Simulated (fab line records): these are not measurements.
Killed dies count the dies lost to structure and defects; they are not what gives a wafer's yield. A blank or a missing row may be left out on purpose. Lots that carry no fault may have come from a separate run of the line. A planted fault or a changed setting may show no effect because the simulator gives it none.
fab line records | flow n5Finfet
record lots=9 | wafers=27 | lastDay=17
route steps=1938 shown FIN_SAQP@132 FIN_CUT@155 BEOL_M4@1111 PASSIVATION@1936
lots that met no fault: taken from a fault-free run of the same line
startH: start of the lot's first displayed wafer, in hours after the record's first day | waitH: how many hours have passed since the lot's step before this one | " the same as in the row above | L1.1+2: a row that stands for several wafers | - value missing, or start not given | * or withheld: withheld | < > ~ a bound
route shown NAME@n: names a module that has steps shown in the file, with the first one's number in the route | usual: mean and standard deviation over wafers with no fault | same: alike in all rows | chamber/n: place in a boat | sites: per-site readings | _std_site: their standard deviation | _edge_site: inner sites' mean taken away from outer sites' mean | radiusMm: for every site, how far away it sits from the centre of the wafer | mask NAME#n: copy n | behind: the tool/chamber that last shaped the wafer | hold: what put the lot on hold/how long, in hours/how the hold closed | device: the transistor (n, p or np) that didn't switch | end of line: the same wafers' tests at the end of the route | a step without rows: its recipe alone | killed: dies that structure and defects cost at the first sort, which is not the same as the wafer's yield | map: the dies of a wafer, with x for killed, . for not killed, _ for no die there
set.NAME: the run value of the setting; set.NAME@STEP: its run value at that earlier step | model.NAME: the simulator's own value behind a step, which no gauge read
route steps across a sampled set of lots; one table per step, one row per wafer
services: the hour from which a tool's chamber was out of use, counted from the record's first day as startH (under 0 if before that day), plus the number of hours and why
## steps
# step N5_FIN_SAQP_RECESS_63
# recipe chemistry=HF/NH3 | target=SiO2 | targetDepthA=180 | afsCycles=3 | tempC=30 | sublimationTempC=180 | sublimationTimeS=60
# usual drypumpMotorCurrentA=5.9/0.51 | tempC=30.01/0.13
# same afsCycles=3
lot.wafer | tool         | chamber | startH | waitH | drypumpMotorCurrentA | tempC
L158.3    | vaporEtch-02 | 1       | 27.81  | 0.2   | 5.0                  | 29.76
L158.4    | "            | 0       | "      | "     | 6.4                  | 30.06
L158.5    | "            | 1       | "      | "     | 5.0                  | 29.60
L164.1    | vaporEtch-01 | 1       | 61.59  | 0.1   | 5.9                  | 29.89
L164.3    | "            | 0       | "      | "     | 6.2                  | 29.87
L164.5    | "            | 0       | "      | "     | 6.2                  | 29.75
L165.1    | vaporEtch-01 | 1       | 66.65  | 0.1   | 5.9                  | 30.02
L165.2    | "            | 0       | "      | "     | 6.2                  | 29.94
L165.5    | "            | 1       | "      | "     | 5.9                  | 29.99
L167.4    | vaporEtch-02 | 0       | 79.95  | 0.2   | 6.4                  | 29.77
L167.5    | "            | 1       | "      | "     | 5.0                  | 30.05
L167.6    | "            | 0       | "      | "     | 6.3                  | 29.95
L170.1    | vaporEtch-01 | 1       | 98.48  | 0.1   | 5.9                  | 29.98
L170.2    | "            | 0       | "      | "     | 6.2                  | 29.96
L170.3    | "            | 1       | "      | "     | 5.9                  | 29.98
L171.1    | vaporEtch-02 | 1       | 104.95 | 0.1   | 5.0                  | 30.11
L171.2    | "            | 0       | "      | "     | 6.4                  | 29.93
L171.6    | "            | 0       | "      | "     | 6.3                  | 29.84
L176.2    | vaporEtch-01 | 0       | 132.76 | 0.1   | 6.2                  | 29.94
L176.3    | "            | 1       | "      | "     | 5.9                  | 30.16
L176.5    | "            | 0       | "      | "     | 6.2                  | 29.94
L178.1    | vaporEtch-01 | 0       | 145.33 | 0.1   | 6.2                  | 30.15
L178.3    | "            | 1       | "      | "     | 5.8                  | 30.03
L178.4    | "            | 0       | "      | "     | 6.1                  | 30.07
L180.3    | vaporEtch-01 | 0       | 157.64 | 0.2   | 6.2                  | 30.07
L180.4    | "            | 1       | "      | "     | 5.9                  | 30.23
L180.5    | "            | 0       | "      | "     | 6.2                  | 29.93
# step N5_FIN_SAQP_ETCH_34
# recipe chemistry=C4F6/O2 | target=SiO2 | targetDepthA=450 | timeS=15 | ionEnergyEv=250 | pressureMtorr=30 | sourceW=345 | biasW=185 | Ar_flow_sccm=300 | C4F6_flow_sccm=10 | O2_flow_sccm=10 | ends=cleared
# usual O2_flow_sccm=9.998/0.028 | drypumpMotorCurrentA=5.7/0.46 | etchRfOnTimeS=15.08/0.19 | mfcArSccm=299.9/0.94 | oes_ar_750_au=0.76/0.076 | oesProductAu=0.64/0.069 | rfVppV=670/7.8 | showerheadPlenumPTorr=2.85/0.1 | throttleValvePct=21.09/0.25
lot.wafer | tool       | chamber | startH | waitH | O2_flow_sccm | drypumpMotorCurrentA | etchRfOnTimeS | mfcArSccm | oes_ar_750_au | oesProductAu | rfHoursCounterH | rfVppV | showerheadPlenumPTorr | throttleValvePct
L158.3    | rieDiel-05 | 3       | 29.28  | 0.0   | 9.980        | 4.9                  | 15.22         | 300.2     | 0.75          | 0.63         | 139             | 671    | 2.96                  | 21.01
L158.4    | "          | 0       | "      | "     | 9.990        | 5.9                  | 15.31         | 299.4     | 0.69          | 0.58         | 224             | 663    | 2.81                  | 20.98
L158.5    | "          | 2       | "      | "     | 10.001       | 5.5                  | 15.33         | 298.6     | 0.70          | 0.59         | -               | 660    | 2.70                  | 21.21
L164.1    | rieDiel-06 | 1       | 63.49  | 0.0   | 9.998        | 5.9                  | 15.10         | 300.2     | 0.70          | 0.60         | 212             | 665    | 2.71                  | 21.56
L164.3    | "          | 0       | "      | "     | 9.967        | 5.9                  | 15.00         | 297.0     | 0.71          | 0.60         | 193             | 655    | 2.82                  | 21.33
L164.5    | "          | 0       | "      | "     | 9.933        | 5.8                  | 14.87         | 300.0     | 0.71          | 0.60         | -               | 654    | 2.82                  | 21.34
L165.1    | rieDiel-05 | 0       | 68.19  | 0.0   | 10.007       | 5.8                  | 15.04         | 299.8     | 0.68          | 0.57         | 240             | 663    | 2.80                  | 21.01
L165.2    | "          | 2       | "      | "     | 10.041       | 5.5                  | 15.28         | 301.1     | 0.68          | 0.58         | 232             | 662    | 2.70                  | 21.25
L165.5    | "          | 2       | "      | "     | 9.940        | 5.5                  | 15.21         | 300.6     | 0.68          | 0.58         | -               | 660    | 2.70                  | 21.25
L167.4    | rieDiel-05 | 0       | 81.66  | 0.0   | 9.987        | 5.9                  | 15.29         | 298.9     | 0.67          | 0.57         | 244             | 662    | 2.80                  | 21.01
L167.5    | "          | 1       | "      | "     | 10.007       | 5.2                  | 14.92         | 299.2     | 0.87          | 0.76         | -               | 685    | 2.89                  | 21.25
L167.6    | "          | 0       | "      | "     | 9.978        | 5.9                  | 15.24         | 300.3     | 0.67          | 0.57         | -               | 664    | 2.80                  | 21.02
L170.1    | rieDiel-02 | 0       | 102.96 | 0.0   | 9.995        | 6.3                  | 14.90         | 300.6     | 0.77          | 0.65         | 147             | 671    | 2.85                  | 20.80
L170.2    | "          | 2       | "      | "     | 9.964        | 5.9                  | 15.01         | 300.4     | 0.75          | 0.65         | 166             | 678    | 2.95                  | 20.92
L170.3    | "          | 3       | "      | "     | 10.030       | 5.7                  | 15.22         | 300.9     | 0.69          | 0.59         | 205             | 669    | 2.81                  | 21.05
L171.1    | rieDiel-02 | 1       | 106.34 | 0.0   | 9.977        | 6.6                  | 14.94         | 301.9     | 0.84          | 0.72         | 62              | 670    | 2.99                  | 20.70
L171.2    | "          | 0       | "      | "     | 10.013       | 6.4                  | 14.86         | 300.6     | 0.78          | 0.66         | 148             | 671    | 2.85                  | 20.80
L171.6    | "          | 3       | "      | "     | 9.994        | 5.8                  | 15.17         | 301.1     | 0.69          | 0.59         | -               | 671    | 2.81                  | 21.03
L176.2    | rieDiel-06 | 2       | 134.16 | 0.0   | 9.979        | 5.1                  | 15.03         | 298.8     | 0.73          | 0.63         | 172             | 666    | 2.72                  | 21.34
L176.3    | "          | 3       | "      | "     | 10.042       | 5.8                  | 14.73         | 300.3     | 0.91          | 0.79         | 17              | 676    | 3.02                  | 20.88
L176.5    | "          | 3       | "      | "     | 9.972        | 5.7                  | 14.65         | 300.6     | 0.91          | 0.79         | -               | 679    | 3.02                  | 20.90
L178.1    | rieDiel-06 | 1       | 146.80 | 0.0   | 9.960        | 5.9                  | 15.16         | 299.5     | 0.69          | 0.58         | 241             | 663    | 2.69                  | 21.62
L178.3    | "          | 3       | "      | "     | 10.034       | 5.7                  | 14.80         | 299.4     | 0.90          | 0.78         | 22              | 677    | 3.02                  | 20.92
L178.4    | "          | 3       | "      | "     | 10.006       | 5.7                  | 14.75         | 299.8     | 0.90          | 0.77         | -               | 675    | 3.02                  | 20.90
L180.3    | rieDiel-02 | 0       | 159.03 | 0.0   | 9.971        | 6.4                  | 14.80         | 299.8     | 0.76          | 0.64         | 165             | 670    | 2.84                  | 20.82
L180.4    | "          | 3       | "      | "     | 9.993        | 5.8                  | 15.13         | 301.3     | 0.67          | 0.58         | -               | 671    | 2.81                  | 21.06
L180.5    | "          | 2       | "      | "     | 9.977        | 5.9                  | 15.22         | 299.9     | 0.73          | 0.62         | -               | 679    | 2.94                  | 20.91
# step N5_FIN_CUT_COAT_19
# recipe resist=SiARC | tempC=220 | timeS=60 | spinRpm=1500 | resistThkNm=20
# usual dispensePressureKPa=49/4.3 | heaterPowerTotalW=427.2/2.2 | runLengthS=66.41/0.15 | spinSpeedRpm=1499.9/1.1
lot.wafer | tool          | chamber | startH | waitH | dispensePressureKPa | heaterPowerTotalW | runLengthS | spinSpeedRpm
L158.3    | lithoTrack-01 | 0       | 29.78  | -     | 44                  | 424.4             | 66.48      | 1501.0
L158.4    | "             | 0       | "      | "     | 44                  | 429.3             | 66.33      | 1500.2
L158.5    | "             | 0       | "      | "     | 44                  | 430.8             | 66.46      | 1502.3
L164.1    | lithoTrack-01 | 0       | 63.99  | -     | 43                  | 430.8             | 66.42      | 1498.6
L164.3    | "             | 0       | "      | "     | 43                  | 429.6             | 66.59      | 1499.8
L164.5    | "             | 0       | "      | "     | 43                  | 424.9             | 66.34      | 1498.2
L165.1    | lithoTrack-01 | 0       | 68.71  | -     | 43                  | 425.0             | 66.30      | 1498.9
L165.2    | "             | 0       | "      | "     | 43                  | 430.6             | 66.42      | 1500.0
L165.5    | "             | 0       | "      | "     | 43                  | 429.6             | 66.35      | 1501.4
L167.4    | lithoTrack-01 | 0       | 82.16  | -     | 43                  | 467.8             | 58.75      | 1500.6
L167.5    | "             | 0       | "      | "     | 43                  | 465.3             | 58.70      | 1499.2
L167.6    | "             | 0       | "      | "     | 43                  | 462.9             | 58.88      | 1499.3
L170.1    | lithoTrack-01 | 0       | 103.46 | -     | 43                  | 465.7             | 58.63      | 1499.2
L170.2    | "             | 0       | "      | "     | 43                  | 467.5             | 58.61      | 1499.4
L170.3    | "             | 0       | "      | "     | 43                  | 465.0             | 58.60      | 1499.2
L171.1    | lithoTrack-04 | 0       | 106.84 | -     | 50                  | 425.0             | 66.57      | 1499.2
L171.2    | "             | 0       | "      | "     | 50                  | 425.2             | 66.38      | 1497.0
L171.6    | "             | 0       | "      | "     | 50                  | 424.0             | 66.37      | 1500.4
L176.2    | lithoTrack-04 | 0       | 134.71 | -     | 50                  | 425.1             | 66.45      | 1500.7
L176.3    | "             | 0       | "      | "     | 50                  | 428.6             | 66.75      | 1500.6
L176.5    | "             | 0       | "      | "     | 50                  | 429.4             | 66.50      | 1500.9
L178.1    | lithoTrack-04 | 0       | 147.30 | -     | 50                  | 430.3             | 66.46      | 1500.5
L178.3    | "             | 0       | "      | "     | 50                  | 427.1             | 66.56      | 1499.4
L178.4    | "             | 0       | "      | "     | 50                  | 430.1             | 66.44      | 1499.8
L180.3    | lithoTrack-04 | 0       | 159.53 | -     | 50                  | 430.9             | 66.36      | 1500.8
L180.4    | "             | 0       | "      | "     | 50                  | 430.0             | 66.47      | 1500.4
L180.5    | "             | 0       | "      | "     | 50                  | 429.1             | 66.36      | 1500.1
# step N5_FIN_CUT_CD_MEAS_08
# recipe targetCdNm=29.1 | landingEnergyEv=500 | detector=seInlens | polarity=opening
# usual cdNm=29.10/0.22
lot.wafer | tool     | chamber | startH | waitH | cdNm
L158.3    | cdSem-02 | 0       | 30.17  | -     | 29.58
L158.4    | "        | 0       | "      | "     | 29.17
L158.5    | "        | 0       | "      | "     | 29.29
L164.1    | cdSem-02 | 0       | 64.25  | -     | 29.16
L164.3    | "        | 0       | "      | "     | 29.04
L164.5    | "        | 0       | "      | "     | 28.97
L165.1    | cdSem-03 | 0       | 69.10  | -     | 29.43
L165.2    | "        | 0       | "      | "     | 28.67
L165.5    | "        | 0       | "      | "     | 29.46
L167.4    | cdSem-01 | 0       | 82.56  | -     | 29.27
L167.5    | "        | 0       | "      | "     | 28.88
L167.6    | "        | 0       | "      | "     | 29.73
L170.1    | cdSem-01 | 0       | 103.73 | -     | 28.92
L170.2    | "        | 0       | "      | "     | 29.28
L170.3    | "        | 0       | "      | "     | 29.15
L171.1    | cdSem-03 | 0       | 107.23 | -     | 29.54
L171.2    | "        | 0       | "      | "     | 28.84
L171.6    | "        | 0       | "      | "     | 29.03
L176.2    | cdSem-03 | 0       | 135.10 | -     | 28.90
L176.3    | "        | 0       | "      | "     | 28.99
L176.5    | "        | 0       | "      | "     | 29.30
L178.1    | cdSem-01 | 0       | 147.57 | -     | 29.28
L178.3    | "        | 0       | "      | "     | 29.16
L178.4    | "        | 0       | "      | "     | 29.51
L180.3    | cdSem-02 | 0       | 159.80 | -     | 29.21
L180.4    | "        | 0       | "      | "     | 28.95
L180.5    | "        | 0       | "      | "     | 29.12
# step N5_BEOL_M4_RC_MEAS_101
# usual DIBL_N=35.9/1.4 | DIBL_P=35.9/1.7 | IOFF_N=0.155/0.023 | IOFF_P=0.201/0.029 | ION_N=672/8.8 | ION_P=460/7 | SS_N=71.6/0.48 | SS_P=73.1/0.64 | VT_N=250.0/3 | VT_P=-251.6/3
lot.wafer | tool      | chamber | startH | waitH | DIBL_N[mV/V] | DIBL_P[mV/V] | IOFF_N[nA/um] | IOFF_P[nA/um] | ION_N[uA/um] | ION_P[uA/um] | SS_N[mV/dec] | SS_P[mV/dec] | VT_N[mV] | VT_P[mV]
L158.3    | prober-02 | 0       | 170.23 | 0.3   | 34.6         | 35.1         | 0.131         | 0.195         | 667          | 460          | 71.7         | 73.3         | 250.4    | -252.1
L158.4    | "         | 0       | "      | "     | 38.2         | 38.6         | 0.191         | 0.252         | 680          | 464          | 72.2         | 74.6         | 245.9    | -250.6
L158.5    | "         | 0       | "      | "     | 37.1         | 37.4         | 0.174         | 0.229         | 672          | 459          | 71.7         | 74.0         | 247.3    | -249.8
L164.1    | prober-01 | 0       | 202.06 | 0.0   | 34.1         | 35.0         | 0.128         | 0.162         | 660          | 452          | 71.6         | 72.4         | 252.3    | -254.1
L164.3    | "         | 0       | "      | "     | 35.3         | 36.8         | 0.150         | 0.179         | 674          | 457          | 71.1         | 73.4         | 249.7    | -254.3
L164.5    | "         | 0       | "      | "     | 36.0         | 37.7         | 0.161         | 0.186         | 676          | 460          | 72.0         | 73.6         | 251.4    | -253.0
L165.1    | prober-02 | 0       | 216.75 | 0.0   | 33.8         | 33.6         | 0.126         | 0.147         | 669          | 453          | 70.9         | 72.7         | 251.1    | -256.9
L165.2    | "         | 0       | "      | "     | 35.1         | 34.5         | 0.141         | 0.155         | 669          | 443          | 71.8         | 72.7         | 251.5    | -256.8
L165.5    | "         | 0       | "      | "     | 34.4         | 34.1         | 0.131         | 0.148         | 665          | 448          | 70.8         | 72.1         | 252.5    | -256.1
L167.4    | prober-02 | 0       | 234.46 | 0.5   | 33.1         | 31.8         | 0.114         | 0.162         | 657          | 454          | 71.0         | 72.5         | 251.4    | -253.1
L167.5    | "         | 0       | "      | "     | 35.3         | 34.6         | 0.157         | 0.205         | 674          | 459          | 71.5         | 73.1         | 247.7    | -252.2
L167.6    | "         | 0       | "      | "     | 33.2         | 32.0         | 0.117         | 0.164         | 674          | 458          | 69.9         | 71.5         | 253.3    | -252.7
L170.1    | prober-02 | 0       | 245.48 | 0.0   | 36.2         | 34.6         | 0.138         | 0.180         | 671          | 461          | 70.9         | 72.2         | 249.2    | -253.5
L170.2    | "         | 0       | "      | "     | 35.2         | 33.5         | 0.123         | 0.166         | 666          | 453          | 70.5         | 72.1         | 253.1    | -256.0
L170.3    | "         | 0       | "      | "     | 37.1         | 35.2         | 0.146         | 0.188         | 672          | 462          | 71.4         | 72.7         | 251.4    | -252.9
L171.1    | prober-02 | 0       | 248.88 | 0.0   | 36.8         | 35.0         | 0.145         | 0.215         | 666          | 462          | 71.4         | 72.6         | 251.2    | -248.6
L171.2    | "         | 0       | "      | "     | 36.6         | 35.1         | 0.154         | 0.227         | 675          | 469          | 71.7         | 73.5         | 250.8    | -249.7
L171.6    | "         | 0       | "      | "     | 38.6         | 36.8         | 0.183         | 0.245         | 684          | 464          | 71.6         | 74.0         | 248.2    | -249.9
L176.2    | prober-02 | 0       | 279.34 | 0.2   | 34.5         | 34.7         | 0.131         | 0.146         | 660          | 448          | 71.4         | 72.9         | 254.0    | -258.7
L176.3    | "         | 0       | "      | "     | 34.9         | 35.5         | 0.134         | 0.149         | 680          | 456          | 71.4         | 73.7         | 254.3    | -256.1
L176.5    | "         | 0       | "      | "     | 34.1         | 34.6         | 0.125         | 0.140         | 658          | 445          | 71.2         | 72.8         | 251.2    | -257.9
L178.1    | prober-02 | 0       | 286.47 | 0.0   | 39.1         | 39.8         | 0.211         | 0.260         | 682          | 462          | 72.3         | 74.4         | 243.3    | -250.6
L178.3    | "         | 0       | "      | "     | 38.5         | 39.4         | 0.195         | 0.250         | 685          | 464          | 72.4         | 73.7         | 248.6    | -249.5
L178.4    | "         | 0       | "      | "     | 37.6         | 38.0         | 0.187         | 0.231         | 686          | 469          | 71.8         | 73.0         | 243.6    | -249.3
L180.3    | prober-01 | 0       | 306.07 | 0.6   | 35.9         | 35.7         | 0.155         | 0.183         | 679          | 461          | 71.4         | 72.8         | 248.4    | -253.1
L180.4    | "         | 0       | "      | "     | 37.2         | 35.9         | 0.157         | 0.196         | 670          | 454          | 71.7         | 73.5         | 250.7    | -252.3
L180.5    | "         | 0       | "      | "     | 34.9         | 34.2         | 0.132         | 0.171         | 666          | 451          | 70.5         | 73.4         | 252.3    | -254.2
# step N5_PASSIVATION_PROBE_49
# usual defectLimitedYield=91.7/1.5 | killed_at_M0_to_M3=30/8.6 | killed_at_M4_up=12/4.5 | killedAtContacts=13/5.8 | killedAtFrontEnd=38/11 | killedAtOther=4/3 | killedDies=97/17 | killedOpen=63/12 | killedShort=32/8.8 | sort_bin_5_function=4.8/0.91 | sort_bin_6_memory=3.1/0.68 | sortNPass=1083/17 | sortYieldPct=91.7/1.5
# same grossDies=1180 | killedAtBackSide=0 | sort_bin_4_leakage[%]=0 | sort_bin_8_speed[%]=0
lot.wafer | tool      | chamber | startH | waitH | defectLimitedYield[%] | killed_at_M0_to_M3 | killed_at_M4_up | killedAtContacts | killedAtFrontEnd | killedAtOther | killedDies | killedOpen | killedShort | sort_bin_5_function[%] | sort_bin_6_memory[%] | sortNPass | sortYieldPct[%]
L176.3    | prober-01 | -       | 385.44 | 0.1   | 90.3                  | 40                 | 9               | 18               | 44               | 4             | 115        | 71         | 43          | 5.6                    | 3.7                  | 1065      | 90.3
# killed by level:class
L176.3 MOL_CONTACT_COAG:geometricParticle:open=17 FIN_SAQP:geometricParticle:short=16 BEOL_M0_SAQP:geometricParticle:open=9 BEOL_M2:geometricParticle:open=8 STI_FIN_REVEAL:geometricParticle:open=7 GATE_CUT:geometricParticle:short=6 BEOL_M0_SAQP:geometricParticle:short=6 BEOL_M1:geometricParticle:open=6
## services
tool         | chamber | startH | hours | kind
vaporEtch-02 | -       | 16.81  | 0.3   | repair
rieDiel-02   | 0       | 37.94  | 4.1   | repair
rieDiel-05   | 1       | 40.94  | 2.4   | repair
rieDiel-06   | 3       | 40.94  | 4.9   | repair
rieDiel-06   | 3       | 51.35  | -     | clean
rieDiel-06   | 3       | 51.35  | -     | consumableReplace:focusRing
rieDiel-06   | 3       | 51.35  | -     | consumableReplace:showerhead
rieDiel-06   | 3       | 51.35  | 26.0  | scheduledDown
rieDiel-06   | 3       | 51.35  | 26.0  | ventCycle
rieDiel-05   | 2       | 52.94  | 3.9   | repair
rieDiel-06   | 0       | 52.95  | 4.0   | repair
rieDiel-06   | 0       | 71.63  | 6.5   | repair
rieDiel-02   | -       | 77.79  | 0.1   | repair
rieDiel-02   | -       | 80.40  | 2.8   | pm
rieDiel-05   | 3       | 85.44  | 2.8   | repair
rieDiel-05   | 0       | 97.85  | -     | clean
rieDiel-05   | 0       | 97.85  | -     | consumableReplace:focusRing
rieDiel-05   | 0       | 97.85  | 20.0  | scheduledDown
rieDiel-05   | 0       | 97.85  | 20.0  | ventCycle
vaporEtch-02 | 1       | 97.99  | 1.4   | repair
rieDiel-06   | 1       | 99.50  | 6.9   | repair
rieDiel-05   | 2       | 118.45 | -     | clean
rieDiel-05   | 2       | 118.45 | -     | consumableReplace:focusRing
rieDiel-05   | 2       | 118.45 | -     | consumableReplace:showerhead
## key
firstSign step=N5_FIN_CUT_COAT_19 | reading=runLengthS | direction=down | sigmas=53 | usual=* | struck=*
effect step=N5_FIN_CUT_COAT_19 | reading=heaterPowerTotalW | direction=up | sigmas=17 | usual=* | struck=*
metAt N5_FIN_CUT_COAT_19
struckLots L167,L170
notActingAt N5_FIN_SAQP_RECESS_63,N5_FIN_SAQP_ETCH_34,N5_FIN_CUT_CD_MEAS_08
onsetBetween 68.71 82.16
fault kind=processParameterDrift | tool=lithoTrack-01 | chamber=- | onsetH=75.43 | steps=N5_FIN_CUT_COAT_19 | channel=timeS | offset=* | shape=step | endH=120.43 | actsIn=* | stated=*
